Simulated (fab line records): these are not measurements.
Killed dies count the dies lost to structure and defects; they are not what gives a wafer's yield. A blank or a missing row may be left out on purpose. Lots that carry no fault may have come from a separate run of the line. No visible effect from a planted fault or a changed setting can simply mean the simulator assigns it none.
Split-lot study / flow n5-finfet / 21 wafers read across 7 lots, on a route 1938 steps long

SPLIT DETAILS
At N5_BEOL_M8_ILD_DEP_00 (deposits SiCOH lowk from DEMS/porogen, target thk 179.75 nm, time 33.4 s), the setting time-s was moved away from the recipe's 33.4 s on 7 of the 21 wafers read, by -9.6% to +11.7%. All remaining wafers had this setting at the recipe value.

THE PATH FROM SPLIT TO READING: the file shows 1 step between them
- N5_BEOL_M8_CURE_74: cures SiCOH lowk, time 240 s

THE READING
M8_ILD_THK, in nm, at N5_BEOL_M8_THK_MEAS_01. Typical for fault-free wafers on this fab line: 156.3 nm, with standard deviation 2.2 nm.

wafer=L085.2; tool, chamber at the split=pecvd-03, 2; time-s as run, s=33.4; against the recipe=recipe; M8_ILD_THK, nm=158.4; against lot-mates on the recipe=-
wafer=L085.4; tool, chamber at the split=pecvd-03, 1; time-s as run, s=33.4; against the recipe=recipe; M8_ILD_THK, nm=156.8; against lot-mates on the recipe=-
wafer=L085.6; tool, chamber at the split=pecvd-03, 0; time-s as run, s=37.32; against the recipe=+11.7%; M8_ILD_THK, nm=173.6; against lot-mates on the recipe=+16.0
wafer=L090.2; tool, chamber at the split=pecvd-03, 2; time-s as run, s=33.4; against the recipe=recipe; M8_ILD_THK, nm=158.0; against lot-mates on the recipe=-
wafer=L090.3; tool, chamber at the split=pecvd-03, 0; time-s as run, s=33.4; against the recipe=recipe; M8_ILD_THK, nm=155.7; against lot-mates on the recipe=-
wafer=L090.5; tool, chamber at the split=pecvd-03, 1; time-s as run, s=33.4; against the recipe=recipe; M8_ILD_THK, nm=157.0; against lot-mates on the recipe=-
wafer=L091.1; tool, chamber at the split=pecvd-03, 1; time-s as run, s=30.2; against the recipe=-9.6%; M8_ILD_THK, nm=139.5; against lot-mates on the recipe=-20.8
wafer=L091.3; tool, chamber at the split=pecvd-03, 2; time-s as run, s=33.4; against the recipe=recipe; M8_ILD_THK, nm=160.3; against lot-mates on the recipe=-
wafer=L091.6; tool, chamber at the split=pecvd-03, 2; time-s as run, s=30.2; against the recipe=-9.6%; M8_ILD_THK, nm=146.5; against lot-mates on the recipe=-13.8
wafer=L092.1; tool, chamber at the split=pecvd-02, 2; time-s as run, s=31.93; against the recipe=-4.4%; M8_ILD_THK, nm=150.7; against lot-mates on the recipe=-6.6
wafer=L092.5; tool, chamber at the split=pecvd-02, 0; time-s as run, s=31.93; against the recipe=-4.4%; M8_ILD_THK, nm=147.7; against lot-mates on the recipe=-9.6
wafer=L092.6; tool, chamber at the split=pecvd-02, 1; time-s as run, s=33.4; against the recipe=recipe; M8_ILD_THK, nm=157.3; against lot-mates on the recipe=-
wafer=L094.2; tool, chamber at the split=pecvd-02, 0; time-s as run, s=36.18; against the recipe=+8.3%; M8_ILD_THK, nm=167.6; against lot-mates on the recipe=+11.5
wafer=L094.3; tool, chamber at the split=pecvd-02, 1; time-s as run, s=33.4; against the recipe=recipe; M8_ILD_THK, nm=156.1; against lot-mates on the recipe=-
wafer=L094.5; tool, chamber at the split=pecvd-02, 2; time-s as run, s=36.18; against the recipe=+8.3%; M8_ILD_THK, nm=170.9; against lot-mates on the recipe=+14.8
wafer=L095.1; tool, chamber at the split=pecvd-03, 1; time-s as run, s=33.4; against the recipe=recipe; M8_ILD_THK, nm=155.1; against lot-mates on the recipe=-
wafer=L095.2; tool, chamber at the split=pecvd-03, 0; time-s as run, s=33.4; against the recipe=recipe; M8_ILD_THK, nm=154.0; against lot-mates on the recipe=-
wafer=L095.5; tool, chamber at the split=pecvd-03, 0; time-s as run, s=33.4; against the recipe=recipe; M8_ILD_THK, nm=159.4; against lot-mates on the recipe=-
wafer=L096.2; tool, chamber at the split=pecvd-02, 0; time-s as run, s=33.4; against the recipe=recipe; M8_ILD_THK, nm=156.2; against lot-mates on the recipe=-
wafer=L096.5; tool, chamber at the split=pecvd-02, 2; time-s as run, s=33.4; against the recipe=recipe; M8_ILD_THK, nm=158.6; against lot-mates on the recipe=-
wafer=L096.6; tool, chamber at the split=pecvd-02, 0; time-s as run, s=33.4; against the recipe=recipe; M8_ILD_THK, nm=159.2; against lot-mates on the recipe=-

THE FIT
A straight line over all 21 wafers: M8_ILD_THK changes by +1.48 nm for each +1% of time-s; r = +0.96; the points scatter about the line by 2.1 nm.
The same after taking each lot's own level away (the mean of its wafers on the recipe; 21 wafers): +1.62 nm for each +1%; r = +0.97; scatter 2 nm.
That fit puts the effect of the largest move of time-s on the reading at 19 nm.
The lots' own levels span 156.10 to 160.30 nm, that is 1.9 times the standard deviation above.
Hence the lot-to-lot level has little effect on the slope; both slopes agree.
Check: +19.9 nm against its lot-mates is what the line predicts for one of the wafers moved furthest among these (+11.7%) when that wafer is left out of the fit. It came out at +16 nm against them.

FURTHER SPLITS ON THESE WAFERS
Other splits were also applied to these wafers ahead of the reading. Each is held against what the fit with the lots' levels taken away leaves over:
other split on the same wafers=N5_BEOL_M5_ILD_DEP_00 temp-c; wafers away from the commonest value=7; r with M8_ILD_THK (lot level and that fit taken away)=-0.21
other split on the same wafers=N5_BEOL_M6_COAT_63 spin-rpm; wafers away from the commonest value=7; r with M8_ILD_THK (lot level and that fit taken away)=+0.23
other split on the same wafers=N5_BEOL_M6_COAT_22 spin-rpm; wafers away from the commonest value=9; r with M8_ILD_THK (lot level and that fit taken away)=+0.09
other split on the same wafers=N5_BEOL_M7_HM_DEP_02 target-thk-a; wafers away from the commonest value=6; r with M8_ILD_THK (lot level and that fit taken away)=+0.37

THE WHOLE CHAIN: every reading that the file lists as answering this split, in the file's order
step=N5_BEOL_M8_ILD_DEP_00; what it does=deposits SiCOH lowk from DEMS/porogen, target thk 179.75 nm, time 33.4 s; reading=SiCOH_lowk_of_BEOL_M8_ILD_DEP_00.thk-nm (the simulator's own value, which no gauge read); change (the file's fit)=+1.8 nm for each +1% of the setting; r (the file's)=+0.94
step=N5_BEOL_M8_CURE_74; what it does=cures SiCOH lowk, time 240 s; reading=SiCOH_lowk_of_BEOL_M8_ILD_DEP_00.thk-nm (the simulator's own value, which no gauge read); change (the file's fit)=+1.56 nm for each +1% of the setting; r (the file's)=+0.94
step=N5_BEOL_M8_THK_MEAS_01; what it does=; reading=M8_ILD_THK; change (the file's fit)=+1.57 for each +1% of the setting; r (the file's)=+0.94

THE FILE'S OWN FIT
M8_ILD_THK changes by +1.57 nm for each +1% of time-s, r = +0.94.
